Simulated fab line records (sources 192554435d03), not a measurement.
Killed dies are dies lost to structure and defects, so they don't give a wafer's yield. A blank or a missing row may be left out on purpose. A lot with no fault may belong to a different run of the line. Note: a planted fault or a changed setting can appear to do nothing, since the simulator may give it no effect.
Which tool did it? ; flow n5Finfet ; 9 lots, 27 wafers sampled, at 5 steps of a route of 1938

WHAT THE GAUGES READ, wafer by wafer
N5_BEOL_M4_RC_MEAS_101. Usual: DIBL_N 36.5 mV/V, standard deviation 1.4; DIBL_P 36.5 mV/V, standard deviation 1.6; EOT_N 10.54, standard deviation 0.082; EOT_P 10.50, standard deviation 0.092; IGATE_N 0.0119 nA/um, standard deviation 0.0014; IGATE_P 0.0036 nA/um, standard deviation 0.00044; IOFF_N 0.163 nA/um, standard deviation 0.022; IOFF_N_LIN 0.075 nA/um, standard deviation 0.0087; IOFF_P 0.219 nA/um, standard deviation 0.029; IOFF_P_85C 3.8 nA/um, standard deviation 0.42; IOFF_P_LIN 0.103 nA/um, standard deviation 0.012; ION_N 675 uA/um, standard deviation 8.3; ION_P 464 uA/um, standard deviation 6.2; SS_N 71.5 mV/dec, standard deviation 0.52; SS_P 73.4 mV/dec, standard deviation 0.57; VT_N 249.7 mV, standard deviation 2.6; VT_P -250 mV, standard deviation 3.
lot;measured;on;DIBL_N (mV/V);DIBL_P (mV/V);EOT_N;EOT_P;IGATE_N (nA/um);IGATE_P (nA/um);IOFF_N (nA/um);IOFF_N_LIN (nA/um);IOFF_P (nA/um);IOFF_P_85C (nA/um);IOFF_P_LIN (nA/um);ION_N (uA/um);ION_P (uA/um);SS_N (mV/dec);SS_P (mV/dec);VT_N (mV);VT_P (mV);flag
L274;day 8 15:29;prober-01;37.4 34.2 36.5;38.1 34.8 38.0;10.59 10.57 10.66;10.69 10.62 10.62;0.0095 0.0103 0.0100;0.0028 0.0030 0.0029;0.189 0.134 0.174;0.082 0.063 0.078;0.216 0.174 0.213;3.7 3.1 3.7;0.099 0.086 0.098;673 666 676;455 453 461;72.7 71.4 72.3;73.7 73.3 73.4;247.7 251.4 250.6;-251 -255 -251;
L276;day 9 19:38;prober-02;38.0 37.2 37.7;38.5 37.4 38.7;10.55 10.46 10.61;10.63 10.52 10.36;0.0116 0.0124 0.0125;0.0035 0.0038 0.0038;0.187 0.190 0.194;0.082 0.084 0.084;0.234 0.208 0.236;4.0 3.6 4.0;0.110 0.100 0.111;682 691 687;462 466 461;72.1 72.5 72.0;74.0 72.4 73.9;247.6 245.4 246.8;-249 -251 -251;
L280;day 9 22:42;prober-01;36.9 39.4 38.4;36.2 39.1 38.3;11.95 11.90 11.97;11.85 11.91 11.98;0.0025 0.0025 0.0022;0.0008 0.0008 0.0007;0.161 0.209 0.189;0.081 0.098 0.093;0.277 0.345 0.326;4.5 5.3 5.1;0.135 0.159 0.153;649 654 659;460 456 464;72.2 71.9 72.1;73.1 73.8 73.5;248.3 245.5 247.2;-242 -241 -243;OFF
L281;day 11 00:24;prober-02;41.7 39.4 40.9;41.5 38.4 41.2;12.07 11.80 11.78;11.95 11.84 11.89;0.0024 0.0028 0.0029;0.0007 0.0009 0.0009;0.249 0.189 0.241;0.113 0.091 0.111;0.366 0.288 0.353;5.7 4.7 5.6;0.163 0.140 0.159;664 657 665;460 457 467;72.5 71.7 71.5;74.8 73.8 74.5;244.4 247.9 247.9;-244 -244 -243;OFF
L282;day 10 21:46;prober-02;40.2 40.2 39.9;41.4 41.4 41.1;11.85 11.90 11.87;11.99 11.84 11.80;0.0022 0.0024 0.0025;0.0007 0.0007 0.0008;0.218 0.224 0.218;0.100 0.103 0.103;0.311 0.321 0.299;5.1 5.2 4.9;0.145 0.149 0.141;662 657 668;455 463 458;72.8 71.8 71.6;74.5 74.5 74.4;248.2 244.7 246.2;-244 -244 -245;OFF
L283;day 10 15:59;prober-02;35.2 36.1 38.4;36.0 36.6 39.9;10.57 10.58 10.59;10.56 10.44 10.55;0.0113 0.0115 0.0100;0.0033 0.0034 0.0029;0.148 0.172 0.212;0.071 0.080 0.095;0.232 0.246 0.302;3.9 4.1 4.9;0.109 0.114 0.131;675 668 682;468 468 472;70.5 71.4 71.5;72.0 72.3 73.9;250.1 247.9 244.5;-248 -247 -244;
L290;day 12 19:00;prober-01;37.9 38.4 39.1;38.8 39.5 39.8;10.57 10.56 10.61;10.46 10.53 10.49;0.0119 0.0106 0.0128;0.0035 0.0031 0.0038;0.177 0.187 0.197;0.081 0.087 0.090;0.227 0.243 0.247;3.9 4.1 4.2;0.108 0.113 0.115;684 682 685;464 465 468;71.6 71.8 71.8;73.8 74.3 74.1;247.7 247.3 247.4;-250 -249 -246;
L291;day 12 21:46;prober-02;37.2 37.7 38.3;37.0 38.1 38.3;10.44 10.49 10.52;10.51 10.47 10.48;0.0119 0.0118 0.0109;0.0035 0.0035 0.0032;0.176 0.195 0.203;0.081 0.091 0.093;0.219 0.232 0.244;3.8 4.1 4.2;0.103 0.108 0.110;682 694 682;461 469 465;71.7 71.5 71.7;73.5 73.2 73.7;249.3 247.1 246.3;-250 -251 -250;
L295;day 14 04:43;prober-02;36.6 37.2 34.9;35.7 36.7 33.8;10.57 10.55 10.62;10.51 10.47 10.52;0.0105 0.0108 0.0115;0.0032 0.0033 0.0035;0.149 0.164 0.132;0.071 0.075 0.065;0.218 0.243 0.196;3.8 4.1 3.5;0.106 0.114 0.098;661 665 667;460 458 467;71.8 72.8 71.7;73.4 73.9 72.7;251.6 250.0 254.0;-250 -248 -251;

WHICH TOOL RAN EACH LOT (tool, then ch and the chambers of the sampled wafers, then the start)
lot;N5_HKMG_FIN_ALD_75;N5_HKMG_FIN_STRIP_57;N5_HKMG_FIN_CVD_62;N5_HKMG_FIN_ALD_36
L274;aldHk-02 ch 1,2, day 4 09:58;rieDiel-01 ch 0,1,3, day 4 11:04;thermalCvdSi-02 ch 0,1,2, day 4 12:31;aldMetal-04 ch 1,3, day 4 12:55
L276;aldHk-02 ch 0,1, day 4 22:25;rieDiel-05 ch 0,1, day 4 23:19;thermalCvdSi-02 ch 0,1,2, day 5 00:50;aldMetal-01 ch 2,3, day 5 01:11
L280;aldHk-02 ch 0,2,3, day 5 23:29;rieDiel-02 ch 1,2, day 6 00:19;thermalCvdSi-02 ch 0,1, day 6 01:46;aldMetal-01 ch 0,1,2, day 6 02:10
L281;aldHk-01 ch 0,1,2, day 6 07:08;rieDiel-01 ch 0,2, day 6 08:20;thermalCvdSi-01 ch 0,2, day 6 09:48;aldMetal-01 ch 0,2,3, day 6 10:29
L282;aldHk-03 ch 1,2,3, day 6 10:38;rieDiel-05 ch 2,3, day 6 11:38;thermalCvdSi-02 ch 1,2, day 6 13:04;aldMetal-03 ch 0,1, day 6 13:39
L283;aldHk-01 ch 1,2,3, day 6 18:23;rieDiel-02 ch 0,1,3, day 6 19:13;thermalCvdSi-01 ch 0,1,2, day 6 20:40;aldMetal-03 ch 0,2,3, day 6 21:04
L290;aldHk-01 ch 1,2, day 8 11:23;rieDiel-02 ch 0,1,3, day 8 12:28;thermalCvdSi-02 ch 1,2, day 8 13:58;aldMetal-01 ch 1,2,3, day 8 14:22
L291;aldHk-03 ch 0,1,2, day 8 17:17;rieDiel-01 ch 1,2,3, day 8 18:07;thermalCvdSi-02 ch 1,2, day 8 19:34;aldMetal-04 ch 0,1,2, day 8 20:01
L295;aldHk-01 ch 1,2,3, day 9 16:34;rieDiel-01 ch 2,3, day 9 17:17;thermalCvdSi-02 ch 1,2, day 9 18:48;aldMetal-04 ch 0,2,3, day 9 19:23
- N5_HKMG_FIN_ALD_75: deposits Al2O3, target thk 1 nm, co reactant pulse time 1 s.
- N5_HKMG_FIN_STRIP_57: strips in CF4.
- N5_HKMG_FIN_CVD_62: deposits a-Si from Si2H6, target thk 3 nm, time 20.8 s.
- N5_HKMG_FIN_ALD_36: deposits TiN, target thk 1 nm, pulse time 1 s, purge time 3 s.

WHAT THE TOOLS THEMSELVES READ (means of the sampled wafers that have a number; where no wafer has one, the mark that the record gives instead)
N5_HKMG_FIN_ALD_75. Usual: heaterPowerW 151 W, standard deviation 15; precursorPulseHeightRel 1.000, standard deviation 0.022.
lot;tool;heaterPowerW (W);precursorPulseHeightRel;flag
L274;aldHk-02;150;1.031;
L276;aldHk-02;168;0.993;
L280;aldHk-02;150;1.000;
L281;aldHk-01;144;1.015;
L282;aldHk-03;158;0.999;
L283;aldHk-01;144;1.013;
L290;aldHk-01;149;0.996;
L291;aldHk-03;157;1.017;
L295;aldHk-01;143;0.985;

N5_HKMG_FIN_STRIP_57. Usual: drypumpMotorCurrentA 5.7 A, standard deviation 0.52; oesProductAu 0.76 a.u., standard deviation 0.071; rfVppV 270.7 V, standard deviation 0.99; showerheadPlenumPTorr 1.776 Torr, standard deviation 0.024; throttleValvePct 13.65 %, standard deviation 0.27.
lot;tool;drypumpMotorCurrentA (A);oesProductAu (a.u.);rfVppV (V);showerheadPlenumPTorr (Torr);throttleValvePct (%);flag
L274;rieDiel-01;5.7;0.80;271.0;1.783;13.53;
L276;rieDiel-05;5.4;0.70;269.7;1.775;13.61;
L280;rieDiel-02;6.0;0.74;271.4;1.799;13.78;
L281;rieDiel-01;6.0;0.75;270.3;1.770;13.75;
L282;rieDiel-05;5.4;0.73;269.4;1.746;13.78;
L283;rieDiel-02;5.9;0.76;271.1;1.780;13.48;
L290;rieDiel-02;5.9;0.75;270.7;1.776;13.51;
L291;rieDiel-01;5.4;0.78;271.4;1.778;13.73;
L295;rieDiel-01;5.1;0.78;270.9;1.778;13.76;

N5_HKMG_FIN_CVD_62. Usual: chamberPressureTorr 0.9998 Torr, standard deviation 0.0021; heaterPowerOuterW 994 W, standard deviation 65; heaterPowerW 1515 W, standard deviation 95.
lot;tool;chamberPressureTorr (Torr);heaterPowerOuterW (W);heaterPowerW (W);flag
L274;thermalCvdSi-02;1.0004;948;1482;
L276;thermalCvdSi-02;0.9995;928;1480;
L280;thermalCvdSi-02;-;-;-;OFF
L281;thermalCvdSi-01;-;-;-;OFF
L282;thermalCvdSi-02;-;-;-;OFF
L283;thermalCvdSi-01;0.9988;1058;1543;
L290;thermalCvdSi-02;1.0000;972;1529;
L291;thermalCvdSi-02;1.0005;976;1487;
L295;thermalCvdSi-02;0.9984;977;1478;

N5_HKMG_FIN_ALD_36. Usual: heaterPowerW 907 W, standard deviation 97; precursorPulseHeightRel 0.999, standard deviation 0.018.
lot;tool;heaterPowerW (W);precursorPulseHeightRel;flag
L274;aldMetal-04;903;0.988;
L276;aldMetal-01;851;1.008;
L280;aldMetal-01;990;0.989;
L281;aldMetal-01;900;0.991;
L282;aldMetal-03;829;1.001;
L283;aldMetal-03;893;0.994;
L290;aldMetal-01;906;1.002;
L291;aldMetal-04;902;0.997;
L295;aldMetal-04;883;0.990;

THE ANSWER, worked out from the rows above alone
Rule: take the mean of a lot's wafers that have a number; if it is more than 3 standard deviations from the usual mean, the lot is off. Also off: a lot with no number at a reading for which 4 or more lots have one. Where the step has rows for the other lots, those lots are counted as sound. First the gauges in route order, then the tools' own readings, where a lot's mean is used as printed above. At the first step where some lot is off, the reading lying furthest off is the one used; lots without a number count as furthest.
Off: at N5_BEOL_M4_RC_MEAS_101 (EOT_N), L280, L281, L282.
If a tool, at a process step before that reading, ran all the lots that are off and no sound lot after the first of them, it fits. Not tried: the gauges at N5_BEOL_M4_RC_MEAS_101; whatever is off there is also off at N5_HKMG_FIN_CVD_62, on other tools, and gauge error can't account for it. None of those tried fits.

WHAT WAS PUT IN BY THE SIMULATOR
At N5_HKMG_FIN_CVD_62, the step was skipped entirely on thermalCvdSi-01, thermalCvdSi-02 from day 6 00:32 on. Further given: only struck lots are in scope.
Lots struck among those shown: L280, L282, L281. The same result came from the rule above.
